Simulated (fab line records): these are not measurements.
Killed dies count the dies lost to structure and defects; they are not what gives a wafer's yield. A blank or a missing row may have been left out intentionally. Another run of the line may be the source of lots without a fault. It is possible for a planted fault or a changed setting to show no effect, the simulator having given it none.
Problem report, 8D (eight disciplines) form, completed by code || flow nand-harc || the parts of the form that need people (team, actions taken, sign-off) are left out

1. WHAT WENT WRONG
A mean of 967 nm is read at NHARC_A_ONON_D1_THK_MEAS_21 for thk-nm, taken on 1 wafer of 1 lot, against 1004 nm (standard deviation 6.9) on wafers free of any fault. That is -5.4 standard deviations from the usual mean.
The step: measures by ellipsometry.
First seen on wafer L742.2, day 13 09:22, on film-metro-02. At this step, 39 wafers from 13 lots have a number in the record. The rule behind "out" and "out of limits": a value lying over 4 standard deviations away from the usual mean. The rest of the wafers with a number are treated as sound.

2. WHAT IT IS, WHAT IT ISN'T
{"question": "which readings at this step", "is": "thk-nm", "is not": "-"}
{"question": "which lots", "is": "L742", "is not": "L720, L721, L722, L723, L725, L726, L727, L728, L729, L730, L731, L732"}
{"question": "which wafers of those lots", "is": "L742.2", "is not": "L742.4, L742.6"}
{"question": "read on which gauges", "is": "film-metro-02", "is not": "film-metro-01"}
{"question": "when", "is": "from day 13 09:22", "is not": "up to then (38 sound wafers)"}

3. WHAT RULES OUT EACH SUSPECT
Counting: any tool at a process step up to the reading remains a suspect provided it ran every lot that is out. Sound lots after the first of them don't rule it out here, since some wafers of a struck lot are sound.
- the gauge at NHARC_A_ONON_D1_THK_MEAS_21: kept. All the wafers that are out were read on film-metro-02, and no step on other tools shows them out.
- rie-diel-04 at NHARC_P_BONDPAD_STRIP_15 (strips in O2): kept. The lot that is out, L742, ran on it at day 11 23:05; the last sound lot it ran before that was L726, at day 7 23:44.
- rie-diel-13 at NHARC_P_BONDPAD_ACTIVATE_29 (chemistry N2, time 60 s): kept. The lot that is out, L742, ran on it at day 12 01:19; the last sound lot it ran before that was L732, at day 10 01:15.
- pecvd-onon-03 at NHARC_A_ONON_D1_DEP_19 (target thk 1000 nm): kept. The lot that is out, L742, ran on it at day 13 08:55; the last sound lot it ran before that was L731, at day 10 15:59.
- rie-diel-04, NHARC_P_BONDPAD_STRIP_15: wafers that are out in chamber 3, sound lot-mates in chambers 0, 2.
- rie-diel-13, NHARC_P_BONDPAD_ACTIVATE_29: wafers that are out in chamber 2, sound lot-mates in chambers 0, 3.
Left after counting: rie-diel-04 at NHARC_P_BONDPAD_STRIP_15, rie-diel-13 at NHARC_P_BONDPAD_ACTIVATE_29, pecvd-onon-03 at NHARC_A_ONON_D1_DEP_19, film-metro-02 at NHARC_A_ONON_D1_THK_MEAS_21.

4. THE CAUSE (what the simulator had put in)
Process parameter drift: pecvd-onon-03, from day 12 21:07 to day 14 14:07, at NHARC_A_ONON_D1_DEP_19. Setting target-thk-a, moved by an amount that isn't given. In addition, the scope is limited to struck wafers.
4 suspects survive the count, and this tool is in that group.

5. THE CHAIN OF EFFECTS, in route order
Each row: a reading whose mean over the struck wafers that have a number lies more than 3 standard deviations from the usual. Only readings whose record carries a usual standard deviation are examined. hours: median over the lots of the time between each lot's start at the first step of this table that gives one and its start at this step. sigmas: the change, counted in usual standard deviations.
{"hours": 0, "step": "NHARC_A_ONON_D1_THK_MEAS_21", "reading": "thk-nm", "usual": "1004 nm", "on struck wafers": 967, "change": -37, "sigmas": -5.4}

6. HOW IT WOULD HAVE BEEN CAUGHT EARLIER
12 hours passed between the start of the fault at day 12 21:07 and the first reading out of limits at a measuring or inspecting step in this record, taken at day 13 09:22.
No tool reading at NHARC_A_ONON_D1_DEP_19 that has a usual standard deviation in the record was out on any struck wafer, so an alarm limit of 4 standard deviations on those readings would not have fired.
By day 13 09:22, every lot that is out (1) had started NHARC_A_ONON_D1_DEP_19 on pecvd-onon-03. A hold on the tool at that time would have spared none of them.
